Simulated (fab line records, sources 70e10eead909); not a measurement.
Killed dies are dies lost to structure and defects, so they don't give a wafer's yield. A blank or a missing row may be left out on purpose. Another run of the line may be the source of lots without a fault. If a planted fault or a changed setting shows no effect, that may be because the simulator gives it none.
fab line records ; flow nand-harc
[record] lots = 7; wafers = 21; last-day = 34
route steps=1302 shown A_SGD_CUT@907 END@1302
lots untouched by any fault: they come from a run of this same line in which no faults occurred
start-h: hours from the record's first day to the start of the lot's first wafer shown ; wait-h: time in hours since the lot's previous step ; " repeats the value in the row above ; L1.1+2: a single row standing in for several wafers ; - no value present, or no start provided ; * or withheld: withheld ; < > ~ a bound
route shown NAME@n: a module of which the file shows steps, and the number in the route of the first ; usual: the fault-free wafers' mean and standard deviation ; same: alike in all rows ; chamber/n: place in a boat ; sites: readings site by site ; _std_site: how widely they spread, as a standard deviation ; _edge_site: outer sites' mean less inner sites' ; radius-mm: how far each site lies from the wafer's centre ; mask NAME#n: copy n ; behind: the last tool/chamber to shape the wafer ; hold: reason for holding the lot/hours on hold/outcome of the hold ; device: which transistor (n, p or np) failed to switch ; end of line: the route-end tests of the same wafers ; a step without rows: its recipe alone ; killed: at the first sort, the dies lost to defects and structure; wafer yield is something else ; map: per-die view of a wafer (x killed, . not killed, _ where there is no die)
set.NAME: the setting that was run; set.NAME@STEP: the one run at that earlier step ; model.NAME: the simulator's own value behind a step, which no gauge read
a table for each step, a row for each wafer; lots at some steps of the route
services: the hour from which a tool's chamber was out of use, counted from the record's first day as start-h (under 0 if before that day), plus the number of hours and why
[[steps]]
[step NHARC_A_SGD_CUT_ETCH_15]
[recipe] target-depth-a = 750; time-s = 64.3; ch3f-flow-sccm = 50; o2-flow-sccm = 30; ar-flow-sccm = 200; rf-w = 500; bias-w = 100; chemistry = CH3F/O2
[usual] bias-w = 99.99/0.28; ch3f-flow-sccm = 50.01/0.15; drypump-motor-current-A = 5.9/0.52; oes-product-au = 0.961/0.019; rf-vpp-V = 263.9/1.6; showerhead-plenum-p-Torr = 2.46/0.1; throttle-valve-pct = 20.664/0.0092
lot.wafer;tool;chamber;start-h;wait-h;bias-w;ch3f-flow-sccm;drypump-motor-current-A;oes-product-au;rf-hours-counter-h;rf-vpp-V;showerhead-plenum-p-Torr;throttle-valve-pct
L730.3;rie-diel-09;3;-;-;99.96;50.00;6.4;0.943;8;261.9;2.42;20.665
L730.5;rie-diel-09;2;-;-;100.03;49.96;5.3;0.946;-;263.0;2.33;20.680
L730.4;rie-diel-09;3;-;-;99.91;50.15;6.4;0.943;-;264.9;2.42;20.676
L735.4;rie-diel-01;0;-;-;99.98;50.05;5.7;0.983;10;262.7;2.45;20.671
L735.2;rie-diel-01;2;-;-;99.68;49.86;5.2;0.953;13;261.4;2.32;20.674
L735.5;rie-diel-01;0;-;-;100.27;50.14;5.6;0.984;-;263.6;2.45;20.670
L739.1;rie-diel-10;0;-;-;99.83;49.78;5.2;0.918;10;265.7;2.57;20.650
L739.4;rie-diel-10;1;-;-;100.19;50.10;6.5;0.933;10;261.8;2.38;20.668
L739.3;rie-diel-10;3;-;-;100.47;50.27;5.6;0.929;10;264.8;2.60;20.677
L740.4;rie-diel-09;1;-;-;99.96;50.01;6.3;0.983;3;265.8;2.45;20.654
L740.1;rie-diel-09;3;-;-;99.59;50.20;6.3;0.962;4;264.0;2.41;20.656
L740.6;rie-diel-09;1;-;-;100.17;50.13;6.3;0.994;-;263.6;2.45;20.664
L741.4;rie-diel-10;3;-;-;100.28;50.14;5.6;0.967;10;266.6;2.60;20.673
L741.6;rie-diel-10;1;-;-;99.89;49.91;6.5;0.956;-;264.2;2.38;20.668
L741.5;rie-diel-10;2;-;-;100.15;49.93;5.9;0.955;-;264.4;2.50;20.662
L747.4;rie-diel-09;1;-;-;99.94;50.02;6.3;0.971;6;263.8;2.45;20.675
L747.2;rie-diel-09;0;-;-;100.23;49.88;6.5;0.975;7;265.3;2.61;20.668
L747.6;rie-diel-09;2;-;-;100.22;50.12;5.3;0.953;-;260.7;2.33;20.667
L749.1;rie-diel-10;1;-;-;99.82;50.11;6.5;0.956;4;263.1;2.38;20.663
L749.2;rie-diel-10;3;-;-;100.44;49.80;5.6;0.958;3;265.7;2.60;20.649
L749.5;rie-diel-10;1;-;-;99.85;49.85;6.5;0.973;-;261.6;2.38;20.678
[step NHARC_A_SGD_CUT_ETCH_16]
[recipe] target-depth-a = 3105; time-s = 155.2; c4f8-flow-sccm = withheld; o2-flow-sccm = 8; ar-flow-sccm = withheld; rf-w = 600; bias-w = 800; chemistry = C4F8/O2/Ar
[usual] bias-w = 800.0/2.4; oes-product-au = 0.971/0.015; rf-vpp-V = 723/4.2
lot.wafer;tool;chamber;start-h;wait-h;bias-w;oes-product-au;rf-hours-counter-h;rf-vpp-V
L730.3;rie-diel-09;3;-;-;801.2;0.959;8;721
L730.5;rie-diel-09;3;-;-;798.6;0.961;-;723
L730.4;rie-diel-09;0;-;-;798.3;0.966;-;729
L735.4;rie-diel-01;1;-;-;800.3;0.972;11;716
L735.2;rie-diel-01;3;-;-;802.2;0.963;12;725
L735.5;rie-diel-01;0;-;-;800.0;0.979;-;722
L739.3;rie-diel-10;2;-;-;800.2;0.934;10;724
L739.1;rie-diel-10;3;-;-;802.2;0.933;10;729
L739.4;rie-diel-10;0;-;-;798.0;0.953;10;727
L740.1;rie-diel-09;1;-;-;795.4;0.992;3;723
L740.4;rie-diel-09;0;-;-;800.3;0.982;4;730
L740.6;rie-diel-09;1;-;-;798.1;1.000;-;722
L741.4;rie-diel-10;3;-;-;797.2;0.975;10;729
L741.6;rie-diel-10;1;-;-;799.1;0.964;-;721
L741.5;rie-diel-10;2;-;-;800.8;0.961;-;725
L747.4;rie-diel-09;2;-;-;799.8;0.982;7;717
L747.2;rie-diel-09;1;-;-;799.9;0.988;6;723
L747.6;rie-diel-09;2;-;-;800.2;0.985;-;717
L749.2;rie-diel-10;1;-;-;800.6;0.968;4;721
L749.1;rie-diel-10;3;-;-;800.5;0.964;3;728
L749.5;rie-diel-10;1;-;-;802.6;0.975;-;720
[step NHARC_A_SGD_CUT_STRIP_60]
[recipe] c4f8-flow-sccm = withheld; o2-flow-sccm = 8; ar-flow-sccm = withheld; bias-w = 0; chemistry = C4F8/O2/Ar
[step NHARC_A_SGD_CUT_STRIP_17]
[recipe] o2-flow-sccm = 500; ar-flow-sccm = 0; bias-w = 0; chemistry = O2
[usual] drypump-motor-current-A = 5.9/0.51; oes-product-au = 1.000/0.011; rf-vpp-V = 57.8/0.91; showerhead-plenum-p-Torr = 3.54/0.14; throttle-valve-pct = 17.037/0.0082
[same] bias-w = 0
lot.wafer;tool;chamber;start-h;wait-h;drypump-motor-current-A;oes-product-au;rf-hours-counter-h;rf-vpp-V;showerhead-plenum-p-Torr;throttle-valve-pct
L730.3;rie-diel-09;0;-;-;6.5;0.995;6;58.5;3.74;17.038
L730.5;rie-diel-09;0;-;-;6.5;0.996;-;59.1;3.74;17.046
L730.4;rie-diel-09;2;-;-;5.3;1.002;-;58.4;3.35;17.046
L735.2;rie-diel-01;0;-;-;5.6;0.995;10;57.3;3.51;17.030
L735.4;rie-diel-01;2;-;-;5.2;1.012;13;56.2;3.34;17.027
L735.5;rie-diel-01;0;-;-;5.6;1.000;-;57.8;3.51;17.045
L739.1;rie-diel-10;0;-;-;5.2;1.004;10;57.1;3.69;17.043
L739.3;rie-diel-10;2;-;-;5.9;0.988;10;60.1;3.59;17.022
L739.4;rie-diel-10;3;-;-;5.6;1.007;10;58.3;3.72;17.035
L740.1;rie-diel-09;3;-;-;6.4;1.002;4;58.1;3.47;17.014
L740.4;rie-diel-09;0;-;-;6.5;1.031;4;57.7;3.74;17.024
L740.6;rie-diel-09;3;-;-;6.4;1.006;-;57.4;3.47;17.027
L741.4;rie-diel-10;0;-;-;5.3;0.994;11;58.0;3.69;17.039
L741.6;rie-diel-10;2;-;-;5.9;0.985;-;58.3;3.59;17.034
L741.5;rie-diel-10;3;-;-;5.6;0.999;-;58.4;3.72;17.044
L747.4;rie-diel-09;0;-;-;6.5;1.018;7;58.3;3.74;17.016
L747.2;rie-diel-09;1;-;-;6.3;0.997;6;57.4;3.52;17.037
L747.6;rie-diel-09;2;-;-;5.3;0.995;-;56.2;3.35;17.032
L749.1;rie-diel-10;3;-;-;5.6;0.996;4;58.4;3.72;17.036
L749.2;rie-diel-10;1;-;-;6.5;0.990;4;56.0;3.42;17.030
L749.5;rie-diel-10;2;-;-;5.9;0.973;-;57.6;3.59;17.029
[step NHARC_A_SGD_CUT_PRECLEAN_18]
[recipe] time-s = *; temp-c = 50; bath-age-min = 0; chemistry = SC1
[step NHARC_A_SGD_CUT_SRD_19]
[step NHARC_A_SGD_CUT_DEP_20]
[recipe] target-thk-a = 1500; temp-c = 65; material = SiO2
[step NHARC_A_SGD_CUT_ANNEAL_27]
[recipe] temp-c = 450; time-s = 1800
[step NHARC_A_SGD_CUT_CMP_21]
[recipe] target-thk-nm = 148.19
[usual] motor-current-A = 12.1/1.6; time-to-endpoint-s = 48.6/2.9
lot.wafer;tool;chamber;start-h;wait-h;motor-current-A;time-to-endpoint-s
L730.4;cmp-02;3;460.75;0.4;10.2;46.3
L730.3;cmp-02;0;460.75;0.4;11.7;47.9
L730.5;cmp-02;0;460.75;0.4;12.3;48.1
L735.4;cmp-02;1;522.43;0.4;10.9;49.5
L735.2;cmp-02;3;522.43;0.4;9.6;44.9
L735.5;cmp-02;1;522.43;0.4;10.8;50.0
L739.1;cmp-02;2;593.73;0.4;16.1;47.6
L739.4;cmp-02;3;593.73;0.4;9.7;44.2
L739.3;cmp-02;1;593.73;0.4;11.0;52.0
L740.1;cmp-04;2;593.75;0.4;13.0;54.6
L740.4;cmp-04;0;593.75;0.4;12.8;48.6
L740.6;cmp-04;2;593.75;0.4;13.3;53.8
L741.4;cmp-02;0;593.95;0.6;12.5;45.2
L741.6;cmp-02;1;593.95;0.6;10.8;52.9
L741.5;cmp-02;2;593.95;0.6;16.2;44.6
L747.2;cmp-02;3;656.53;0.4;10.3;43.7
L747.4;cmp-02;0;656.53;0.4;12.1;47.0
L747.6;cmp-02;3;656.53;0.4;10.0;44.5
L749.2;cmp-01;3;677.50;0.4;12.0;44.4
L749.1;cmp-01;0;677.50;0.4;11.3;52.3
L749.5;cmp-01;1;677.50;0.4;11.9;47.2
[step NHARC_A_SGD_CUT_THK_MEAS_22]
[recipe] thk-meas-gauge = ellipsometry
[usual] thk-nm = 148.0/1.6
lot.wafer;tool;chamber;start-h;wait-h;thk-nm
L730.3;film-metro-01;-;461.01;0.2;145.8
L730.4;film-metro-01;-;461.01;0.2;144.7
L730.5;film-metro-01;-;461.01;0.2;145.7
L735.2;film-metro-02;-;522.69;0.2;149.0
L735.4;film-metro-02;-;522.69;0.2;146.6
L735.5;film-metro-02;-;522.69;0.2;147.6
L739.1;film-metro-01;-;593.98;0.2;147.8
L739.3;film-metro-01;-;593.98;0.2;147.2
L739.4;film-metro-01;-;593.98;0.2;149.1
L740.1;film-metro-02;-;593.98;0.2;150.8
L740.4;film-metro-02;-;593.98;0.2;146.3
L740.6;film-metro-02;-;593.98;0.2;149.5
L741.4;film-metro-01;-;594.13;0.2;147.7
L741.5;film-metro-01;-;594.13;0.2;147.6
L741.6;film-metro-01;-;594.13;0.2;147.1
L747.2;film-metro-02;-;656.78;0.2;145.7
L747.4;film-metro-02;-;656.78;0.2;148.6
L747.6;film-metro-02;-;656.78;0.2;149.5
L749.1;film-metro-02;-;677.70;0.2;147.3
L749.2;film-metro-02;-;677.70;0.2;146.4
L749.5;film-metro-02;-;677.70;0.2;148.6
[step NHARC_A_SGD_CUT_SRD_23]
[step NHARC_A_SGD_CUT_ETCH_26]
[recipe] target-depth-a = 458; chemistry = dHF; material = SiO2
[step NHARC_A_SGD_CUT_ETCHBACK_24]
[recipe] target-depth-a = 500; over-etch-frac = 0.3; time-s = 92.857; ion-energy-ev = 120; ch3f-flow-sccm = 50; o2-flow-sccm = 30; ar-flow-sccm = 200; rf-w = 500; bias-w = 100; chemistry = CH3F/O2
[usual] bias-w = 100.0/0.34; ch3f-flow-sccm = 49.98/0.14; drypump-motor-current-A = 5.8/0.52; oes-product-au = 0.97/0.039; rf-vpp-V = 244.3/1.6; showerhead-plenum-p-Torr = 2.45/0.099; throttle-valve-pct = 20.663/0.0086
lot.wafer;tool;chamber;start-h;wait-h;bias-w;ch3f-flow-sccm;drypump-motor-current-A;oes-product-au;rf-hours-counter-h;rf-vpp-V;showerhead-plenum-p-Torr;throttle-valve-pct
L730.4;rie-diel-10;1;461.30;0.1;100.1;49.89;6.5;0.99;2;242.5;2.38;20.669
L730.3;rie-diel-10;2;461.30;0.1;99.6;50.09;5.9;0.98;2;244.6;2.51;20.666
L730.5;rie-diel-10;1;461.30;0.1;100.0;49.96;6.5;1.00;-;242.7;2.38;20.664
L735.4;rie-diel-09;0;522.98;0.2;99.9;49.88;6.5;1.02;1;245.4;2.61;20.664
L735.2;rie-diel-09;2;522.98;0.2;99.3;49.92;5.2;1.01;1;241.7;2.33;20.660
L735.5;rie-diel-09;0;522.98;0.2;100.1;49.78;6.5;1.01;-;246.2;2.61;20.665
L740.1;rie-diel-10;2;594.20;0.1;-;-;-;-;-;-;-;-
L740.4;rie-diel-10;1;594.20;0.1;-;-;-;-;-;-;-;-
L740.6;rie-diel-10;2;594.20;0.1;-;-;-;-;-;-;-;-
L739.3;rie-diel-01;2;594.21;0.1;-;-;-;-;-;-;-;-
L739.4;rie-diel-01;3;594.21;0.1;-;-;-;-;-;-;-;-
L739.1;rie-diel-01;1;594.21;0.1;-;-;-;-;-;-;-;-
L741.4;rie-diel-10;3;594.38;0.2;-;-;-;-;-;-;-;-
L741.5;rie-diel-10;2;594.38;0.2;-;-;-;-;-;-;-;-
L741.6;rie-diel-10;3;594.38;0.2;-;-;-;-;-;-;-;-
L747.2;rie-diel-09;3;657.03;0.2;99.4;49.93;6.3;0.93;7;243.8;2.41;20.665
L747.4;rie-diel-09;1;657.03;0.2;100.8;50.01;6.2;0.93;7;244.0;2.45;20.661
L747.6;rie-diel-09;3;657.03;0.2;100.0;49.96;6.3;0.93;-;242.3;2.41;20.673
L749.2;rie-diel-10;0;677.92;0.1;99.8;50.03;5.3;0.92;4;246.3;2.57;20.649
L749.1;rie-diel-10;3;677.92;0.1;100.5;50.07;5.6;0.92;4;247.2;2.60;20.651
L749.5;rie-diel-10;1;677.92;0.1;100.2;50.00;6.5;0.91;-;243.5;2.38;20.663
[step NHARC_A_SGD_CUT_STRIP_28]
[recipe] time-s = 20; o2-flow-sccm = 500; ar-flow-sccm = 0; bias-w = 0; chemistry = O2
[usual] drypump-motor-current-A = 5.9/0.52; oes-product-au = 1.000/0.011; rf-vpp-V = 57.8/0.74; showerhead-plenum-p-Torr = 3.54/0.14; throttle-valve-pct = 17.037/0.0095
[same] bias-w = 0
lot.wafer;tool;chamber;start-h;wait-h;drypump-motor-current-A;oes-product-au;rf-hours-counter-h;rf-vpp-V;showerhead-plenum-p-Torr;throttle-valve-pct
L730.3;rie-diel-10;2;-;-;5.9;0.977;2;58.1;3.59;17.032
L730.4;rie-diel-10;1;-;-;6.5;0.997;2;57.7;3.42;17.022
L730.5;rie-diel-10;3;-;-;5.6;1.004;-;58.7;3.73;17.041
L735.2;rie-diel-09;3;-;-;6.3;1.011;1;56.5;3.47;17.043
L735.4;rie-diel-09;2;-;-;5.3;1.007;1;57.4;3.35;17.045
L735.5;rie-diel-09;3;-;-;6.3;1.005;-;57.1;3.47;17.035
L740.4;rie-diel-10;0;594.35;0.1;5.3;0.987;11;58.1;3.69;17.043
L740.1;rie-diel-10;2;594.35;0.1;5.9;0.988;11;58.2;3.59;17.034
L740.6;rie-diel-10;0;594.35;0.1;5.2;0.997;-;57.3;3.69;17.020
L739.4;rie-diel-01;2;594.35;0.1;5.1;0.991;2;57.4;3.34;17.016
L739.1;rie-diel-01;0;594.35;0.1;5.7;1.014;2;58.1;3.51;17.034
L739.3;rie-diel-01;1;594.35;0.1;6.5;1.012;2;57.7;3.35;17.050
L741.6;rie-diel-10;0;594.52;0.1;5.2;1.009;-;57.8;3.69;17.033
L741.4;rie-diel-10;1;594.52;0.1;6.5;0.999;-;57.5;3.42;17.043
L741.5;rie-diel-10;3;594.52;0.1;5.6;0.992;-;58.4;3.72;17.050
L747.2;rie-diel-09;1;-;-;6.2;1.000;7;56.8;3.52;17.034
L747.4;rie-diel-09;2;-;-;5.3;0.990;8;56.9;3.35;17.053
L747.6;rie-diel-09;0;-;-;6.5;1.014;-;57.8;3.74;17.032
L749.2;rie-diel-10;2;-;-;5.9;0.979;5;57.4;3.59;17.026
L749.1;rie-diel-10;3;-;-;5.6;0.997;4;58.4;3.72;17.037
L749.5;rie-diel-10;1;-;-;6.5;0.988;-;57.9;3.42;17.031
[step NHARC_END_SORT_01]
[recipe] temp-c = 25
[usual] killed-at-array = 49/19; killed-at-other = 0.9/1.1; killed-at-periphery = 4.0/2.7; killed-dies = 54/19; killed-open = 3.3/1.8; killed-short = 2.6/1.6
[same] gross-dies = 677
lot.wafer;tool;chamber;start-h;wait-h;killed-at-array;killed-at-other;killed-at-periphery;killed-dies;killed-open;killed-short
L730.5;prober-01;0;586.28;3.7;49;1;8;58;1;2
L735.2;prober-02;0;640.00;2.8;42;0;3;45;5;2
L735.4;prober-02;0;641.61;3.4;45;0;6;51;5;4
L735.5;prober-02;0;642.41;3.7;56;0;7;63;2;5
L739.1;prober-02;0;714.74;2.5;674;1;2;677;3;4
L739.3;prober-02;0;716.35;3.1;673;2;2;677;3;2
L739.4;prober-02;0;717.16;3.4;675;2;0;677;0;4
L740.1;prober-01;0;722.58;2.5;673;1;3;677;4;1
L740.4;prober-01;0;724.97;3.4;676;0;1;677;3;2
L740.6;prober-01;0;726.57;4.0;672;3;2;677;2;1
L741.4;prober-02;0;724.95;3.4;672;2;3;677;7;4
L741.5;prober-02;0;725.75;3.7;673;0;4;677;2;4
L741.6;prober-02;0;726.55;4.0;673;1;3;677;2;5
L747.2;prober-01;0;780.12;2.8;54;0;3;57;4;3
L747.4;prober-01;0;781.73;3.4;64;1;1;66;4;3
L747.6;prober-01;0;783.34;4.0;63;1;6;70;1;2
// killed by level:class
L730.5 A_CHANNEL_HOLE_D2:chamber-film-flake=15 A_SLIT:chamber-film-flake=15 A_CHANNEL_HOLE_D1:chamber-film-flake=11 A_STAIRCASE:chamber-film-flake=4 P_ZERO_WELL:chamber-film-flake=3 P_STI:chamber-film-flake=2 P_GATE:chamber-film-flake=2 A_CONTACT:chamber-film-flake=2
L735.2 A_CHANNEL_HOLE_D1:chamber-film-flake=19 A_CHANNEL_HOLE_D2:chamber-film-flake=10 A_CHANNEL_FILL_D2:chamber-film-flake=4 P_GATE:geometric-particle:open=1 P_CONTACT:geometric-particle:open=1 A_CHANNEL_FILL_D1:geometric-particle:open=1 A_ONON_D2:geometric-particle:short=1 A_CHANNEL_HOLE_D2:geometric-particle:open=1
L735.4 A_CHANNEL_HOLE_D1:chamber-film-flake=22 A_CHANNEL_HOLE_D2:chamber-film-flake=10 P_ZERO_WELL:chamber-film-flake=4 A_ONON_D2:geometric-particle:short=2 A_CHANNEL_FILL_D2:chamber-film-flake=2 A_CONTACT:chamber-film-flake=2 P_CONTACT:geometric-particle:open=1 P_M1:geometric-particle:short=1
L735.5 A_CHANNEL_HOLE_D1:chamber-film-flake=35 A_CHANNEL_HOLE_D2:chamber-film-flake=13 A_CHANNEL_FILL_D2:chamber-film-flake=4 P_ZERO_WELL:chamber-film-flake=3 P_CONTACT:geometric-particle:short=1 P_M0:geometric-particle:open=1 P_M1:geometric-particle:short=1 A_ONON_D2:geometric-particle:short=1
L739.1 A_SGD_CUT:area-etchback=614 A_CHANNEL_HOLE_D1:chamber-film-flake=19 A_SLIT:chamber-film-flake=17 A_CHANNEL_HOLE_D2:chamber-film-flake=12 A_CHANNEL_FILL_D1:geometric-particle:open=1 A_CHANNEL_FILL_D1:geometric-particle:short=1 A_CHANNEL_FILL_D2:geometric-particle:open=1 A_CHANNEL_FILL_D2:geometric-particle:short=1
L739.3 A_SGD_CUT:area-etchback=617 A_CHANNEL_HOLE_D1:chamber-film-flake=28 A_SLIT:chamber-film-flake=15 A_CHANNEL_HOLE_D2:chamber-film-flake=5 A_BLC:geometric-particle:open=2 THIN_TSV:chamber-film-flake=2 P_M0:geometric-particle:open=1 A_CHANNEL_HOLE_D1:geometric-particle:short=1
L739.4 A_SGD_CUT:area-etchback=603 A_SLIT:chamber-film-flake=31 A_CHANNEL_HOLE_D1:chamber-film-flake=19 A_CHANNEL_HOLE_D2:chamber-film-flake=16 A_ONON_D1:geometric-particle:short=2 THIN_TSV:chamber-film-flake=2 A_SOURCE_PLATE:geometric-particle:short=1 A_SGD_CUT:geometric-particle:short=1
L740.1 A_SGD_CUT:area-etchback=617 A_CHANNEL_HOLE_D1:chamber-film-flake=24 A_SLIT:chamber-film-flake=22 P_CONTACT:geometric-particle:open=2 A_CHANNEL_FILL_D2:chamber-film-flake=2 A_CONTACT:chamber-film-flake=2 P_GATE:geometric-particle:open=1 A_CHANNEL_FILL_D1:geometric-particle:open=1
L741.4 A_SGD_CUT:area-etchback=639 A_CHANNEL_HOLE_D1:chamber-film-flake=9 A_SLIT:chamber-film-flake=7 A_CONTACT:chamber-film-flake=6 P_M0:geometric-particle:open=2 A_CHANNEL_FILL_D1:geometric-particle:short=2 A_DECK1_JOINT:geometric-particle:open=2 A_CHANNEL_HOLE_D2:chamber-film-flake=2
L740.4 A_SGD_CUT:area-etchback=615 A_SLIT:chamber-film-flake=26 A_CHANNEL_HOLE_D1:chamber-film-flake=24 A_CHANNEL_HOLE_D2:chamber-film-flake=2 A_STAIRCASE:chamber-film-flake=2 A_CONTACT:chamber-film-flake=2 P_STI:geometric-particle:open=1 A_ONON_D2:geometric-particle:short=1
L741.5 A_SGD_CUT:area-etchback=649 A_CHANNEL_HOLE_D1:chamber-film-flake=11 A_SLIT:chamber-film-flake=4 A_CONTACT:chamber-film-flake=3 A_CHANNEL_HOLE_D2:chamber-film-flake=2 P_GATE:geometric-particle:short=1 P_M0:geometric-particle:short=1 A_ONON_D1:geometric-particle:open=1
L741.6 A_SGD_CUT:area-etchback=654 A_CHANNEL_HOLE_D1:chamber-film-flake=9 A_CONTACT:chamber-film-flake=3 A_WL_FILL:geometric-particle:short=2 P_ZERO_WELL:chamber-film-flake=2 A_SLIT:chamber-film-flake=2 P_STI:geometric-particle:short=1 A_ONON_D1:geometric-particle:short=1
L740.6 A_SGD_CUT:area-etchback=614 A_CHANNEL_HOLE_D1:chamber-film-flake=28 A_SLIT:chamber-film-flake=17 A_CHANNEL_HOLE_D2:chamber-film-flake=6 THIN_TSV:chamber-film-flake=3 A_CONTACT:chamber-film-flake=2 A_M0:chamber-film-flake=2 P_CONTACT:geometric-particle:open=1
L747.2 A_SLIT:chamber-film-flake=30 A_CHANNEL_HOLE_D1:chamber-film-flake=9 A_CONTACT:chamber-film-flake=8 P_GATE:chamber-film-flake=2 P_M0:geometric-particle:open=1 A_DECK1_JOINT:geometric-particle:short=1 A_ONON_D2:geometric-particle:open=1 A_CHANNEL_FILL_D2:geometric-particle:open=1
L747.4 A_SLIT:chamber-film-flake=35 A_CHANNEL_HOLE_D1:chamber-film-flake=12 A_CONTACT:chamber-film-flake=7 A_CHANNEL_FILL_D1:geometric-particle:open=2 A_CHANNEL_FILL_D1:geometric-particle:short=1 A_CHANNEL_FILL_D2:geometric-particle:short=1 A_STAIRCASE:geometric-particle:open=1 A_SGD_CUT:geometric-particle:open=1
L747.6 A_SLIT:chamber-film-flake=35 A_CHANNEL_HOLE_D1:chamber-film-flake=13 A_CONTACT:chamber-film-flake=10 P_GATE:chamber-film-flake=3 P_ZERO_WELL:chamber-film-flake=2 P_GATE:geometric-particle:short=1 A_CONTACT:geometric-particle:short=1 A_M0:geometric-particle:open=1
// map L739.1 (x killed, . not)
____________x____________
_________xxxxxxx_________
_______xxxxxxxxxxx_______
______xxxxxxxxxxxxx______
_____xxxxxxxxxxxxxxx_____
____xxxxxxxxxxxxxxxxx____
____xxxxxxxxxxxxxxxxx____
___xxxxxxxxxxxxxxxxxxx___
___xxxxxxxxxxxxxxxxxxx___
__xxxxxxxxxxxxxxxxxxxxx__
__xxxxxxxxxxxxxxxxxxxxx__
_xxxxxxxxxxxxxxxxxxxxxxx_
_xxxxxxxxxxxxxxxxxxxxxxx_
_xxxxxxxxxxxxxxxxxxxxxxx_
_xxxxxxxxxxxxxxxxxxxxxxx_
_xxxxxxxxxxxxxxxxxxxxxxx_
xxxxxxxxxxxxxxxxxxxxxxxxx
xxxxxxxxxxxxxxxxxxxxxxxxx
xxxxxxxxxxxxxxxxxxxxxxxxx
xxxxxxxxxxxxxxxxxxxxxxxxx
xxxxxxxxxxxxxxxxxxxxxxxxx
_xxxxxxxxxxxxxxxxxxxxxxx_
_xxxxxxxxxxxxxxxxxxxxxxx_
_xxxxxxxxxxxxxxxxxxxxxxx_
_xxxxxxxxxxxxxxxxxxxxxxx_
_xxxxxxxxxxxxxxxxxxxxxxx_
__xxxxxxxxxxxxxxxxxxxxx__
__xxxxxxxxxxxxxxxxxxxxx__
___xxxxxxxxxxxxxxxxxxx___
___xxxxxxxxxxxxxxxxxxx___
____xxxxxxxxxxxxxxxxx____
____xxxxxxxxxxxxxxxxx____
_____xxxxxxxxxxxxxxx_____
______xxxxxxxxxxxxx______
_______xxxxxxxxxxx_______
_________xxxxxxx_________
____________x____________
// map L740.1 (x killed, . not)
____________x____________
_________xxxxxxx_________
_______xxxxxxxxxxx_______
______xxxxxxxxxxxxx______
_____xxxxxxxxxxxxxxx_____
____xxxxxxxxxxxxxxxxx____
____xxxxxxxxxxxxxxxxx____
___xxxxxxxxxxxxxxxxxxx___
___xxxxxxxxxxxxxxxxxxx___
__xxxxxxxxxxxxxxxxxxxxx__
__xxxxxxxxxxxxxxxxxxxxx__
_xxxxxxxxxxxxxxxxxxxxxxx_
_xxxxxxxxxxxxxxxxxxxxxxx_
_xxxxxxxxxxxxxxxxxxxxxxx_
_xxxxxxxxxxxxxxxxxxxxxxx_
_xxxxxxxxxxxxxxxxxxxxxxx_
xxxxxxxxxxxxxxxxxxxxxxxxx
xxxxxxxxxxxxxxxxxxxxxxxxx
xxxxxxxxxxxxxxxxxxxxxxxxx
xxxxxxxxxxxxxxxxxxxxxxxxx
xxxxxxxxxxxxxxxxxxxxxxxxx
_xxxxxxxxxxxxxxxxxxxxxxx_
_xxxxxxxxxxxxxxxxxxxxxxx_
_xxxxxxxxxxxxxxxxxxxxxxx_
_xxxxxxxxxxxxxxxxxxxxxxx_
_xxxxxxxxxxxxxxxxxxxxxxx_
__xxxxxxxxxxxxxxxxxxxxx__
__xxxxxxxxxxxxxxxxxxxxx__
___xxxxxxxxxxxxxxxxxxx___
___xxxxxxxxxxxxxxxxxxx___
____xxxxxxxxxxxxxxxxx____
____xxxxxxxxxxxxxxxxx____
_____xxxxxxxxxxxxxxx_____
______xxxxxxxxxxxxx______
_______xxxxxxxxxxx_______
_________xxxxxxx_________
____________x____________
[[services]]
tool;chamber;start-h;hours;kind
rie-diel-01;2;440.25;1.5;repair
rie-diel-09;1;443.74;14.0;repair
cmp-01;-;473.36;0.5;repair
cmp-01;-;480.83;4.0;pm
cmp-02;-;487.79;1.7;repair
rie-diel-09;-;497.10;9.0;pm
cmp-02;-;499.45;1.1;repair
rie-diel-01;1;500.68;4.1;repair
cmp-04;-;504.84;4.0;pm
rie-diel-09;1;515.45;2.2;repair
rie-diel-01;1;520.40;1.4;repair
cmp-02;-;526.64;4.0;pm
cmp-04;-;533.45;1.7;repair
rie-diel-09;1;541.57;7.5;repair
cmp-02;-;549.29;1.2;repair
rie-diel-01;-;557.84;9.0;pm
rie-diel-10;2;570.54;2.1;repair
cmp-02;-;587.42;3.6;repair
rie-diel-10;-;596.52;9.0;pm
rie-diel-01;1;610.30;6.6;repair
rie-diel-09;2;611.45;1.7;repair
cmp-02;-;624.64;4.0;pm
cmp-02;-;660.28;2.0;repair
rie-diel-09;-;674.10;9.0;pm
[[key]]
[first-sign] step = NHARC_A_SGD_CUT_ETCHBACK_24; reading = tool-record; direction = missing
[effect] step = NHARC_END_SORT_01; reading = killed-at-array; direction = up; sigmas = 33; usual = 49; struck = 673
[more-kills-born-at] NHARC_A_SGD_CUT_ETCHBACK_24@rie-diel-10 = 3788; NHARC_A_SGD_CUT_ETCHBACK_24@rie-diel-01 = 1834
met-at NHARC_A_SGD_CUT_ETCHBACK_24
struck-wafers L739.1,L739.3,L739.4,L740.1,L740.4,L740.6,L741.4,L741.5,L741.6
later-rows-left-out L739.1,L739.3,L739.4,L740.1,L740.4,L740.6,L741.4,L741.5,L741.6
tester-left-out L739,L740,L741
onset-between 461.30 594.20
[fault] kind = skipped-step-whole; tool = rie-diel-01,rie-diel-10; chamber = -; onset-h = 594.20; steps = NHARC_A_SGD_CUT_ETCHBACK_24; scope = struck-lots-only
// tester-left-out: of these lots the tester's yield and bins aren't shown, on N5 and GAA mostly nor the transistor test; their killed dies are dies lost to structure and defects alone, not to doping, threshold or leakage, so they don't give the yield
// later-rows-left-out: the simulator's readings of these wafers behind a module that went badly wrong aren't trusted and aren't shown, but for the sort
